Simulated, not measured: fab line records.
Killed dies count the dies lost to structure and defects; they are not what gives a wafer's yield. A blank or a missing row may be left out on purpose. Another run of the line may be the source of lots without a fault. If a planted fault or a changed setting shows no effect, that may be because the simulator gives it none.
fab line records | flow n5Finfet
record lots=10 wafers=30 lastDay=17
route steps=1938 shown MOL_CONTACT_COAG@627 BEOL_M0_SAQP@635 BEOL_M4@1111 PASSIVATION@1936
lots that met no fault: from a run of the same line without faults
startH: hours from the record's first day to the start of the lot's first wafer shown | waitH: hours elapsed since this lot's preceding step | " repeats the value in the row above | L1.1+2: several wafers, shown together as one row | - either no value or no given start | * or withheld: withheld | < > ~ a bound
route shown NAME@n: names a module that has steps shown in the file, with the first one's number in the route | usual: mean and standard deviation over wafers with no fault | same: alike in all rows | chamber/n: place in a boat | sites: readings site by site | _std_site: standard deviation across them | _edge_site: inner sites' mean taken away from outer sites' mean | radiusMm: how far each site lies from the wafer's centre | mask NAME#n: copy n | behind: the most recent tool/chamber to have shaped the wafer | hold: why the lot went on hold/how many hours it stayed there/how the hold came to an end | device: which transistor (n, p or np) failed to switch | end of line: at the end of the route, the tests of the same wafers | a step with no rows: only its recipe | killed: dies lost to structure and defects at the first sort, not the wafer's yield | map: per-die view of a wafer (x killed, . not killed, _ where there is no die)
set.NAME: the setting the step ran with; set.NAME@STEP: the setting that earlier step ran with | model.NAME: the simulator's own value behind a step, which no gauge read
steps of the route over a sample of lots; a table a step, a row a wafer
services: the hour from which a tool's chamber was out of use, counted from the record's first day as startH (under 0 if before that day), plus the number of hours and why
## steps
# step N5_MOL_CONTACT_COAG_CMP_52
# recipe stopOn=SiO2 tOverpolishS=1.5 postCmpClean=wDiluteNh4oh downForcePsi=4 platenRpm=50.289 padVelocityMS=1.0006 targetThkNm=66.5
# usual motorCurrentA=12.0/0.98 overpolishRunS=1.501/0.0096 timeToEndpointS=12.6/2.3
# columns lot.wafer tool chamber startH waitH motorCurrentA overpolishRunS timeToEndpointS
L710.4 cmp-04 3 106.75 0.0 12.8 1.506 11.7
L710.1 " 0 " " 13.8 1.498 10.6
L710.6 " 3 " " 12.7 1.511 10.5
L712.4 cmp-04 0 123.48 0.0 13.0 1.493 12.8
L712.3 " 1 " " 12.1 1.505 10.9
L712.2 " 3 " " 12.5 1.489 15.7
L714.1 cmp-01 3 132.31 0.0 12.0 1.502 10.0
L714.4 " 0 " " 11.1 1.512 10.7
L714.6 " 3 " " 11.8 1.506 13.4
L718.4 cmp-04 0 154.42 0.1 13.0 1.500 12.5
L718.3 " 1 " " 12.2 1.515 6.9
L718.6 " 3 " " 12.5 1.508 10.5
L722.2 cmp-02 3 186.16 0.0 10.9 1.500 10.5
L722.3 " 0 " " 13.0 1.504 11.1
L722.5 " 3 " " 11.1 1.493 10.4
L723.2 cmp-01 0 186.35 0.0 10.7 1.512 15.6
L723.1 " 1 " " 13.0 1.495 15.8
L723.4 " 2 " " 13.4 1.498 13.8
L724.3 cmp-01 3 191.37 0.1 12.1 1.489 12.2
L724.6 " 0 " " 10.9 1.489 13.4
L724.5 " 1 " " 13.2 1.514 15.2
L729.3 cmp-04 1 223.08 0.0 11.3 1.491 9.5
L729.4 " 2 " " 11.8 1.480 14.0
L729.1 " 3 " " 13.5 1.492 14.0
L730.4 cmp-04 1 225.84 0.1 12.2 1.516 8.5
L730.3 " 3 " " 12.5 1.498 12.3
L730.6 " 0 " " 14.2 1.505 13.2
L732.3 cmp-01 0 241.24 0.1 10.9 1.495 12.1
L732.6 " 1 " " 13.0 1.496 15.3
L732.5 " 2 " " 11.9 1.493 14.2
# step N5_BEOL_M0_SAQP_PECVD_03
# recipe material=SiCN targetThkA=120 tempC=withheld precursor=3MS/NH3 pressureTorr=3 rfW=202 timeS=21.1
# usual chamberPressureTorr=3.000/0.0069 showerheadPlenumPTorr=3.662/0.011 throttleValvePct=9.2/0.34
# columns lot.wafer tool chamber startH waitH chamberPressureTorr showerheadPlenumPTorr throttleValvePct
L710.1 pecvd-02 0 111.17 0.1 2.997 3.659 9.5
L710.4 " 2 " " 3.003 3.661 8.9
L710.6 " 0 " " 3.022 3.659 9.4
L712.2 pecvd-02 0 128.49 0.1 2.991 3.665 9.6
L712.3 " 1 " " 2.990 3.655 9.1
L712.4 " 0 " " 3.013 3.665 9.6
L714.1 pecvd-03 2 138.22 0.1 2.985 3.657 8.8
L714.4 " 2 " " 2.988 3.653 9.0
L714.6 " 1 " " 3.012 3.678 9.4
L718.3 pecvd-03 2 159.33 0.1 2.992 3.654 8.6
L718.4 " 0 " " 2.998 3.644 9.4
L718.6 " 2 " " 3.009 3.651 9.0
L722.2 pecvd-02 2 192.07 0.1 3.001 3.667 8.7
L722.3 " 0 " " 2.997 3.657 9.9
L722.5 " 0 " " 2.997 3.659 9.3
L723.1 pecvd-02 1 193.16 0.1 3.003 3.665 8.8
L723.2 " 0 " " 3.008 3.667 9.5
L723.4 " 1 " " 3.000 3.659 9.1
L724.3 pecvd-02 0 198.29 0.1 3.002 3.674 9.7
L724.5 " 0 " " 3.001 3.653 9.7
L724.6 " 2 " " 2.992 3.661 9.1
L729.1 pecvd-01 0 227.70 0.1 3.005 3.655 9.3
L729.3 " 2 " " 2.994 3.678 8.6
L729.4 " 0 " " 2.997 3.652 9.1
L730.3 pecvd-02 0 231.31 0.1 2.991 3.664 9.9
L730.4 " 1 " " 3.010 3.651 9.1
L730.6 " 0 " " 3.006 3.655 9.7
L732.3 pecvd-03 1 246.41 0.1 2.992 3.679 9.9
L732.5 " 2 " " 3.003 3.652 8.8
L732.6 " 0 " " 2.996 3.645 9.2
# step N5_BEOL_M0_SAQP_PEB_12
# recipe pebTempC=withheld pebTimeS=60 resist=CAR-ArF
# columns lot.wafer tool chamber startH waitH
L710.1+4+6 lithoTrack-05 0 111.67 0.1
L712.2+3+4 lithoTrack-01 0 129.13 0.0
L714.1+4+6 lithoTrack-02 0 138.74 0.1
L718.3+4+6 lithoTrack-01 0 159.97 0.0
L722.2+3+5 lithoTrack-01 0 192.79 0.0
L723.1+2+4 lithoTrack-01 0 193.79 0.1
L724.3+5+6 lithoTrack-01 0 198.92 0.0
L729.1+3+4 lithoTrack-02 0 228.29 0.1
L730.3+4+6 lithoTrack-02 0 231.84 0.0
L732.3+5+6 lithoTrack-02 0 246.91 0.0
# step N5_BEOL_M0_SAQP_CD_MEAS_14
# recipe targetCdNm=42.5 landingEnergyEv=500 detector=seInlens
# usual cdNm=42.5/0.39
# columns lot.wafer tool chamber startH waitH cdNm
L710.1 cdSem-02 0 111.74 - 42.7
L710.4 " 0 " " 42.6
L710.6 " 0 " " 42.5
L712.2 cdSem-03 0 129.20 - 42.7
L712.3 " 0 " " 42.1
L712.4 " 0 " " 42.9
L714.1 cdSem-03 0 138.81 - 42.5
L714.4 " 0 " " 42.0
L714.6 " 0 " " 42.2
L718.3 cdSem-02 0 160.04 - 43.1
L718.4 " 0 " " 43.0
L718.6 " 0 " " 42.9
L722.2 cdSem-02 0 192.86 - 49.5
L722.3 " 0 " " 49.0
L722.5 " 0 " " 48.9
L723.1 cdSem-02 0 193.85 - 49.7
L723.2 " 0 " " 49.0
L723.4 " 0 " " 48.8
L724.3 cdSem-03 0 198.98 - 47.7
L724.5 " 0 " " 47.7
L724.6 " 0 " " 47.7
L729.1 cdSem-01 0 228.36 - 42.5
L729.3 " 0 " " 42.1
L729.4 " 0 " " 42.2
L730.3 cdSem-02 0 231.91 - 41.6
L730.4 " 0 " " 42.2
L730.6 " 0 " " 42.1
L732.3 cdSem-02 0 246.98 - 41.4
L732.5 " 0 " " 42.3
L732.6 " 0 " " 42.2
# step N5_BEOL_M0_SAQP_INSPECT_16
# recipe mode=adi inspectInstrument=brightfield
# usual rawDefectCount=513/130
# columns lot.wafer tool chamber startH waitH rawDefectCount
L710.1 defectInspect-02 - 111.79 0.0 589
L710.4 " - " " 451
L710.6 " - " " 479
L712.2 defectInspect-02 - 129.25 0.0 718
L712.3 " - " " 774
L712.4 " - " " 583
L714.1 defectInspect-02 - 138.86 0.0 383
L714.4 " - " " 523
L714.6 " - " " 591
L718.3 defectInspect-01 - 160.09 0.0 491
L718.4 " - " " 538
L718.6 " - " " 529
L722.2 defectInspect-02 - 192.91 0.0 545
L722.3 " - " " 823
L722.5 " - " " 514
L723.1 defectInspect-02 - 193.91 0.0 451
L723.2 " - " " 449
L723.4 " - " " 327
L724.3 defectInspect-01 - 199.04 0.0 453
L724.5 " - " " 430
L724.6 " - " " 494
L729.1 defectInspect-02 - 228.41 0.0 689
L729.3 " - " " 523
L729.4 " - " " 573
L730.3 defectInspect-01 - 231.96 0.0 341
L730.4 " - " " 530
L730.6 " - " " 338
L732.3 defectInspect-01 - 247.03 0.0 478
L732.5 " - " " 427
L732.6 " - " " 461
# step N5_BEOL_M4_RC_MEAS_101
# usual DIBL_N=37.2/1.9 DIBL_P=37.3/2.2 IOFF_N=0.18/0.038 IOFF_P=0.22/0.039 ION_N=678/11 ION_P=462/6.9 SS_N=71.8/0.68 SS_P=73.5/0.65 VT_N=249/3.4 VT_P=-250/3.2
# columns lot.wafer tool chamber startH waitH DIBL_N[mV/V] DIBL_P[mV/V] IOFF_N[nA/um] IOFF_P[nA/um] ION_N[uA/um] ION_P[uA/um] SS_N[mV/dec] SS_P[mV/dec] VT_N[mV] VT_P[mV]
L710.1 prober-02 0 179.31 0.0 35.0 34.6 0.13 0.15 660 449 71.1 72.9 250 -255
L710.4 " 0 " " 38.2 37.9 0.20 0.20 669 449 71.7 72.7 247 -252
L710.6 " 0 " " 34.7 35.4 0.14 0.17 677 458 71.3 73.3 250 -252
L712.2 prober-02 0 193.29 0.2 37.6 37.9 0.18 0.26 673 465 71.8 73.4 248 -248
L712.3 " 0 " " 39.2 37.8 0.22 0.26 693 466 72.8 73.0 245 -245
L712.4 " 0 " " 36.5 35.9 0.16 0.22 664 460 72.1 73.3 251 -249
L714.1 prober-01 0 209.26 0.0 37.4 40.0 0.20 0.25 686 475 72.4 73.3 244 -247
L714.4 " 0 " " 36.9 38.2 0.19 0.23 676 465 72.2 74.3 249 -250
L714.6 " 0 " " 35.6 36.7 0.16 0.20 679 457 71.0 73.1 251 -250
L718.3 prober-01 0 224.27 0.3 37.8 36.8 0.16 0.21 684 460 71.1 73.3 252 -249
L718.4 " 0 " " 37.4 36.3 0.15 0.21 691 472 71.6 72.7 251 -248
L718.6 " 0 " " 34.0 32.8 0.11 0.17 676 471 70.4 71.9 254 -253
L724.3 prober-01 0 259.47 0.3 36.9 35.2 0.15 0.19 676 461 71.7 72.9 250 -250
L724.5 " 0 " " 38.3 38.0 0.19 0.24 684 464 71.8 74.0 248 -249
L724.6 " 0 " " 36.3 35.0 0.15 0.20 675 460 71.7 73.7 251 -251
L723.1 prober-01 0 264.34 0.0 40.5 39.0 0.22 0.26 682 466 72.9 73.8 247 -248
L723.2 " 0 " " 38.5 37.2 0.19 0.23 686 472 70.8 73.6 245 -249
L723.4 " 0 " " 37.3 35.0 0.15 0.20 665 460 70.8 72.8 253 -251
L722.2 prober-02 0 276.81 0.2 35.6 36.8 0.16 0.22 680 468 70.9 74.1 248 -249
L722.3 " 0 " " 37.1 37.6 0.16 0.22 672 462 71.2 74.2 251 -251
L722.5 " 0 " " 35.7 36.7 0.15 0.20 670 461 71.6 73.6 254 -253
L729.1 prober-02 0 292.55 0.2 36.8 35.1 0.17 0.22 677 458 71.2 73.7 248 -248
L729.3 " 0 " " 36.7 36.2 0.17 0.24 682 469 72.7 73.2 248 -248
L729.4 " 0 " " 37.4 36.5 0.21 0.25 691 470 72.2 73.4 244 -245
L730.3 prober-02 0 300.65 0.3 36.7 38.0 0.19 0.22 684 462 71.4 73.8 247 -250
L730.4 " 0 " " 37.6 39.6 0.22 0.26 690 462 72.2 73.6 247 -249
L730.6 " 0 " " 36.4 37.7 0.18 0.22 685 462 72.3 73.1 248 -250
L732.3 prober-02 0 310.43 0.3 35.6 36.9 0.16 0.19 669 460 71.8 73.2 251 -253
L732.5 " 0 " " 33.3 32.9 0.11 0.15 655 453 71.8 73.2 257 -255
L732.6 " 0 " " 37.0 37.7 0.18 0.22 678 459 72.6 73.6 248 -250
# step N5_PASSIVATION_PROBE_49
# usual defectLimitedYield=91.2/1.6 killed_at_M0_to_M3=31/10 killed_at_M4_up=14/4.4 killedAtContacts=13/6 killedAtFrontEnd=43/13 killedAtOther=3.5/2.6 killedDies=104/18 killedOnRim=14/4.6 killedOpen=68/14 killedShort=34/8.1 sort_bin_4_leakage=0.01/0.073 sort_bin_5_function=5.1/1.1 sort_bin_6_memory=3.3/0.68 sortNPass=1076/18 sortYieldPct=91.2/1.6
# same grossDies=1180 killedAtBackSide=0 sort_bin_8_speed[%]=0
# columns lot.wafer tool chamber startH waitH defectLimitedYield[%] killed_at_M0_to_M3 killed_at_M4_up killedAtContacts killedAtFrontEnd killedAtOther killedDies killedOnRim killedOpen killedShort sort_bin_4_leakage[%] sort_bin_5_function[%] sort_bin_6_memory[%] sortNPass sortYieldPct[%]
L710.1 prober-02 - 284.49 0.0 92.7 24 8 11 42 1 86 1 55 31 0 4.0 3.1 1094 92.7
L710.4 prober-02 - 284.64 0.2 91.9 36 8 18 27 6 95 11 61 34 0 5.1 2.7 1085 91.9
L710.6 prober-02 - 284.74 0.3 93.3 23 11 13 32 0 79 7 57 22 0 3.4 3.1 1101 93.3
L714.1 prober-01 - 311.97 0.0 89.7 22 11 17 63 8 121 15 87 33 0 5.6 4.4 1059 89.7
L714.4 prober-01 - 312.12 0.2 90.3 26 11 17 54 7 115 15 73 41 0 6.4 3.2 1065 90.3
L714.6 prober-01 - 312.22 0.3 90.6 28 7 8 64 4 111 16 69 39 0 6.1 3.2 1069 90.6
L718.3 prober-01 - 331.59 0.1 91.0 20 16 13 51 6 106 7 71 34 0 5.2 3.2 1074 91.0
L718.4 prober-01 - 331.64 0.2 94.7 24 6 4 24 4 62 7 37 25 0 1.9 3.1 1118 94.7
L718.6 prober-01 - 331.74 0.3 89.2 41 13 6 63 5 128 19 77 46 0 6.1 3.7 1052 89.2
L724.3 prober-02 - 354.47 0.1 85.1 96 12 13 50 5 176 37 73 28 0 5.1 3.5 1004 85.1
L724.5 prober-02 - 354.57 0.2 87.1 98 13 14 19 8 152 43 56 19 0 4.0 2.3 1028 87.1
L724.6 prober-02 - 354.62 0.3 85.3 89 10 22 46 6 173 39 80 50 0 6.7 3.7 1007 85.3
L723.1 prober-01 - 368.08 0.0 73.4 241 11 14 47 1 314 81 70 36 0 5.3 3.2 866 73.4
L723.2 prober-01 - 368.13 0.1 78.0 212 10 9 27 2 260 70 50 22 0 3.4 2.5 920 78.0
L723.4 prober-01 - 368.23 0.2 79.3 160 15 17 49 3 244 72 67 36 0 5.3 3.1 936 79.3
L722.2 prober-01 - 379.97 0.1 75.4 236 16 5 30 3 290 83 52 29 0 4.0 2.8 890 75.4
L722.3 prober-01 - 380.02 0.1 74.9 242 18 8 26 2 296 80 65 19 0 4.1 3.1 884 74.9
L722.5 prober-01 - 380.12 0.2 80.6 154 17 15 41 2 229 57 69 17 0 4.2 3.3 951 80.6
L729.3 prober-01 - 406.29 0.6 87.3 44 23 27 54 2 150 25 106 42 0 7.5 4.8 1030 87.3
L729.4 prober-01 - 406.34 0.7 90.5 17 16 17 61 1 112 15 76 36 0 6.0 3.1 1068 90.5
L732.3 prober-01 - 419.55 0.1 91.4 19 19 14 43 7 102 4 64 31 0 4.7 3.1 1078 91.4
L732.5 prober-01 - 419.65 0.2 90.6 16 21 13 56 5 111 11 77 29 0 5.6 3.4 1069 90.6
L732.6 prober-01 - 419.70 0.3 91.1 43 20 7 31 4 105 13 74 28 0 5.1 3.5 1075 91.1
# killed by level:class
L710.1 FIN_SAQP:geometricParticle:open=16 FIN_SAQP:geometricParticle:short=9 MOL_CONTACT_COAG:geometricParticle:open=7 BEOL_M0_SAQP:geometricParticle:short=5 GATE_CUT:geometricParticle:short=4 GATE_CUT:geometricParticle:open=4 MOL_CONTACT_COAG:geometricParticle:short=4 BEOL_M0:geometricParticle:open=4
L710.4 MOL_CONTACT_COAG:geometricParticle:open=12 FIN_SAQP:geometricParticle:open=6 FIN_SAQP:geometricParticle:short=6 MOL_CONTACT_COAG:geometricParticle:short=6 BEOL_M3:geometricParticle:open=6 BEOL_M1:geometricParticle:open=6 BEOL_M0_SAQP:geometricParticle:open=5 BEOL_M0:geometricParticle:open=5
L710.6 FIN_SAQP:geometricParticle:open=16 MOL_CONTACT_COAG:geometricParticle:open=13 BEOL_M4:geometricParticle:open=7 FIN_SAQP:geometricParticle:short=6 BEOL_M1:geometricParticle:open=6 BEOL_M0:geometricParticle:open=5 BEOL_M0_SAQP:geometricParticle:short=4 BEOL_M3:geometricParticle:open=4
L714.1 STI_FIN_REVEAL:geometricParticle:open=19 MOL_CONTACT_COAG:geometricParticle:open=16 BEOL_M1:geometricParticle:open=10 FIN_SAQP:geometricParticle:short=9 FIN_SAQP:geometricParticle:open=9 DUMMY_GATE:geometricParticle:open=8 BEOL_M4:geometricParticle:open=6 STI_FIN_REVEAL:geometricParticle:short=6
L714.4 MOL_CONTACT_COAG:geometricParticle:open=17 STI_FIN_REVEAL:geometricParticle:open=14 FIN_SAQP:geometricParticle:short=10 BEOL_M1:geometricParticle:open=10 GATE_CUT:geometricParticle:short=8 FIN_SAQP:geometricParticle:open=7 BEOL_M0_SAQP:geometricParticle:short=6 DUMMY_GATE:geometricParticle:open=5
L714.6 FIN_SAQP:geometricParticle:short=15 STI_FIN_REVEAL:geometricParticle:open=12 DUMMY_GATE:geometricParticle:open=9 BEOL_M0_SAQP:geometricParticle:open=9 BEOL_M0_SAQP:geometricParticle:short=8 MOL_CONTACT_COAG:geometricParticle:open=7 STARTING-WAFER:geometricParticle:open=7 FIN_SAQP:geometricParticle:open=6
L718.3 MOL_CONTACT_COAG:geometricParticle:open=12 FIN_SAQP:geometricParticle:open=9 GATE_CUT:geometricParticle:open=9 BEOL_M4:geometricParticle:open=9 FIN_SAQP:geometricParticle:short=7 DUMMY_GATE:geometricParticle:open=6 GATE_CUT:geometricParticle:short=6 BEOL_M0_SAQP:geometricParticle:open=5
L718.4 BEOL_M2:geometricParticle:open=6 FIN_SAQP:geometricParticle:open=5 BEOL_M1:geometricParticle:open=5 BEOL_M1:geometricParticle:short=5 FIN_SAQP:geometricParticle:short=3 STI_FIN_REVEAL:geometricParticle:open=3 GATE_CUT:geometricParticle:short=3 MOL_CONTACT_COAG:geometricParticle:open=3
L718.6 FIN_SAQP:geometricParticle:short=17 FIN_SAQP:geometricParticle:open=16 BEOL_M0_SAQP:geometricParticle:open=16 BEOL_M0_SAQP:geometricParticle:short=14 GATE_CUT:geometricParticle:open=6 BEOL_M4:geometricParticle:open=5 HKMG_FIN:areaEtch=5 STARTING-WAFER:geometricParticle:open=4
L724.3 BEOL_M0_SAQP:areaPeb=75 STI_FIN_REVEAL:geometricParticle:open=22 MOL_CONTACT_COAG:geometricParticle:open=11 STI_FIN_REVEAL:geometricParticle:short=7 BEOL_M4:geometricParticle:open=7 GATE_CUT:geometricParticle:short=5 GATE_CUT:geometricParticle:open=5 BEOL_M0_SAQP:geometricParticle:open=4
L724.5 BEOL_M0_SAQP:areaPeb=76 MOL_CONTACT_COAG:geometricParticle:open=12 BEOL_M4:geometricParticle:open=8 DUMMY_GATE:geometricParticle:open=6 BEOL_M0_SAQP:geometricParticle:open=6 BEOL_M0_SAQP:geometricParticle:short=5 PAD_METAL:geometricParticle:open=5 BEOL_M1:geometricParticle:open=4
L724.6 BEOL_M0_SAQP:areaPeb=43 MOL_CONTACT_COAG:geometricParticle:open=19 BEOL_M0_SAQP:geometricParticle:short=11 BEOL_M3:geometricParticle:open=10 BEOL_M0_SAQP:geometricParticle:open=10 DUMMY_GATE:geometricParticle:open=7 FIN_SAQP:geometricParticle:open=6 STI_FIN_REVEAL:geometricParticle:open=6
L723.1 BEOL_M0_SAQP:areaPeb=207 BEOL_M2:geometricParticle:open=13 MOL_CONTACT_COAG:geometricParticle:open=12 STI_FIN_REVEAL:geometricParticle:open=9 GATE_CUT:geometricParticle:short=8 BEOL_M0_SAQP:geometricParticle:short=8 FIN_SAQP:geometricParticle:short=6 BEOL_M3:geometricParticle:open=6
L723.2 BEOL_M0_SAQP:areaPeb=188 BEOL_M2:geometricParticle:open=7 MOL_CONTACT_COAG:geometricParticle:open=7 BEOL_M4:geometricParticle:open=6 DUMMY_GATE:geometricParticle:open=5 BEOL_M0_SAQP:geometricParticle:open=4 BEOL_M3:geometricParticle:open=4 DUMMY_GATE:geometricParticle:short=3
L723.4 BEOL_M0_SAQP:areaPeb=140 MOL_CONTACT_COAG:geometricParticle:open=13 STI_FIN_REVEAL:geometricParticle:open=11 BEOL_M2:geometricParticle:open=7 BEOL_M0_SAQP:geometricParticle:short=6 BEOL_M4:geometricParticle:open=6 FIN_SAQP:geometricParticle:open=5 GATE_CUT:geometricParticle:open=5
L722.2 BEOL_M0_SAQP:areaPeb=208 BEOL_M4:geometricParticle:open=8 BEOL_M0_SAQP:geometricParticle:short=7 FIN_SAQP:geometricParticle:open=6 BEOL_M2:geometricParticle:open=6 MOL_CONTACT_COAG:geometricParticle:open=5 BEOL_M1:geometricParticle:short=5 ILD0:geometricParticle:open=4
L722.3 BEOL_M0_SAQP:areaPeb=209 BEOL_M1:geometricParticle:open=8 BEOL_M2:geometricParticle:open=8 BEOL_M4:geometricParticle:open=8 MOL_CONTACT_COAG:geometricParticle:open=7 BEOL_M3:geometricParticle:open=7 FIN_SAQP:geometricParticle:open=6 BEOL_M0_SAQP:geometricParticle:open=5
L722.5 BEOL_M0_SAQP:areaPeb=140 MOL_CONTACT_COAG:geometricParticle:open=15 STI_FIN_REVEAL:geometricParticle:open=11 FIN_SAQP:geometricParticle:open=8 BEOL_M4:geometricParticle:open=8 BEOL_M2:geometricParticle:open=4 BEOL_M3:geometricParticle:open=4 FIN_SAQP:geometricParticle:short=3
L729.3 MOL_CONTACT_COAG:geometricParticle:open=23 FIN_SAQP:geometricParticle:short=13 BEOL_M0_SAQP:geometricParticle:open=12 BEOL_M4:geometricParticle:open=12 FIN_SAQP:geometricParticle:open=10 BEOL_M1:geometricParticle:open=9 BEOL_M2:geometricParticle:open=9 BEOL_M0_SAQP:geometricParticle:short=8
L729.4 FIN_SAQP:geometricParticle:open=19 MOL_CONTACT_COAG:geometricParticle:open=11 FIN_SAQP:geometricParticle:short=9 BEOL_M4:geometricParticle:open=9 DUMMY_GATE:geometricParticle:open=8 STI_FIN_REVEAL:geometricParticle:open=6 MOL_CONTACT_COAG:geometricParticle:short=6 BEOL_M0_SAQP:geometricParticle:short=5
L732.3 FIN_SAQP:geometricParticle:open=10 STI_FIN_REVEAL:geometricParticle:open=10 BEOL_M4:geometricParticle:open=10 MOL_CONTACT_COAG:geometricParticle:open=8 MOL_CONTACT_COAG:geometricParticle:short=6 HKMG_FIN:areaEtch=5 FIN_SAQP:geometricParticle:short=4 BEOL_M3:geometricParticle:open=4
L732.5 STI_FIN_REVEAL:geometricParticle:open=17 MOL_CONTACT_COAG:geometricParticle:open=12 BEOL_M4:geometricParticle:open=8 FIN_SAQP:geometricParticle:open=5 FIN_SAQP:geometricParticle:short=5 STI_FIN_REVEAL:geometricParticle:short=5 GATE_CUT:geometricParticle:open=5 BEOL_M3:geometricParticle:open=4
L732.6 STI_FIN_REVEAL:geometricParticle:open=11 BEOL_M1:geometricParticle:open=11 BEOL_M3:geometricParticle:open=10 MOL_CONTACT_COAG:geometricParticle:open=6 BEOL_M1:geometricParticle:short=5 BEOL_M2:geometricParticle:open=5 DUMMY_GATE:geometricParticle:open=4 BEOL_M7:geometricParticle:open=4
## services
# columns tool chamber startH hours kind
pecvd-02 1 85.87 2.1 scheduledDown
cmp-04 - 92.92 0.9 repair
pecvd-01 2 100.60 8.7 repair
pecvd-01 0 100.81 2.4 repair
cmp-01 - 111.18 0.7 repair
cmp-04 - 116.48 6.4 pm
pecvd-03 2 120.83 7.3 repair
cmp-02 - 123.42 1.0 repair
cmp-04 - 131.09 4.0 pm
cmp-01 - 137.84 0.5 repair
cmp-01 - 147.57 0.8 repair
cmp-02 - 153.09 1.6 repair
cmp-01 - 159.52 0.5 repair
cmp-01 - 169.69 2.6 repair
pecvd-02 2 178.72 5.0 scheduledDown
pecvd-01 0 180.55 29.4 repair
pecvd-02 1 185.11 2.6 repair
cmp-01 - 194.05 1.3 repair
cmp-01 - 198.37 4.0 pm
pecvd-02 0 202.42 2.1 scheduledDown
pecvd-03 1 209.81 6.0 repair
cmp-02 - 212.42 2.3 repair
cmp-02 - 224.34 2.1 repair
pecvd-03 - 243.34 1.2 repair
## key
firstSign step=N5_BEOL_M0_SAQP_CD_MEAS_14 reading=cdNm direction=up sigmas=16 usual=42.5 struck=48.7 through=controlLoop
effect step=N5_PASSIVATION_PROBE_49 reading=killed_at_M0_to_M3 direction=up sigmas=13 usual=31 struck=170
moreKillsBornAt N5_BEOL_M0_SAQP_PEB_12@lithoTrack-01=1286
metAt N5_BEOL_M0_SAQP_PEB_12
struckLots L722,L723,L724
loopTrim step=N5_BEOL_M0_SAQP_EXPOSE_11 setting=dose lots=L724
notActingAt N5_MOL_CONTACT_COAG_CMP_52,N5_BEOL_M0_SAQP_PECVD_03,N5_BEOL_M0_SAQP_INSPECT_16
onsetBetween 159.97 192.79
fault kind=processParameterDrift tool=lithoTrack-01 chamber=- onsetH=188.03 steps=N5_BEOL_M0_SAQP_PEB_12 channel=pebTempC offset=withheld shape=step endH=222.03 actsIn=*
# loopTrim: a control loop set the setting to another value than it would have without faults
